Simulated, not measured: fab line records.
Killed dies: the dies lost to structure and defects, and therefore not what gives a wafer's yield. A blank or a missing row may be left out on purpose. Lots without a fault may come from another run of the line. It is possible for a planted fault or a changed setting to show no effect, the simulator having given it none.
Matching of chambers :: flow n5_finfet :: uv_cure-01 running N5_BEOL_M5_CURE_79: 3 sister chambers
The step cures SiCOH lowk, time 240 s. 3 wafers are shown with their chamber, then 7 later ones without.

## EACH WAFER AND ITS CHAMBER
wafer: L078.6
chamber: 0
wafer_temp_C_max: 387.0

wafer: L083.5
chamber: 1
wafer_temp_C_max: 386.5

wafer: L090.2
chamber: 2
wafer_temp_C_max: 386.9

## WAFERS MISSING THEIR CHAMBER
wafer: L090.6
wafer_temp_C_max: 387.6

wafer: L094.1
wafer_temp_C_max: 386.0

wafer: L094.5
wafer_temp_C_max: 386.0

wafer: L094.6
wafer_temp_C_max: 386.0

wafer: L097.1
wafer_temp_C_max: 387.7

wafer: L097.3
wafer_temp_C_max: 387.4

wafer: L097.5
wafer_temp_C_max: 387.6

## CHAMBER TAKEN BY EACH
wafer: L090.6
from the rows above: can't be placed: 0 or 2 or 1
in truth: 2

wafer: L094.1
from the rows above: can't be placed: 1 or 2 or 0
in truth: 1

wafer: L094.5
from the rows above: can't be placed: 1 or 2 or 0
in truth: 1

wafer: L094.6
from the rows above: can't be placed: 1 or 2 or 0
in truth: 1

wafer: L097.1
from the rows above: can't be placed: 0 or 2 or 1
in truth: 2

wafer: L097.3
from the rows above: can't be placed: 0 or 2 or 1
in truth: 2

wafer: L097.5
from the rows above: can't be placed: 0 or 2 or 1
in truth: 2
Placed correctly: 0 of 7. These rows do not allow placing 7 (true chamber among the candidates in 7). Number placed wrongly: 0.
How it was worked out, from the rows above alone: a wafer's distance from a chamber is the root of the sum, over the readings, of the square of ((its reading less the chamber's mean) divided by the reading's scatter). The wafer belongs to the nearest chamber; if the next one is less than 2 further off, it can't be placed. For every chamber, the mean is computed from those of its wafers that are shown. The scatter (one wafer shown for each chamber): square how far every hidden wafer sits from the nearest shown wafer, average those squares and take the square root.
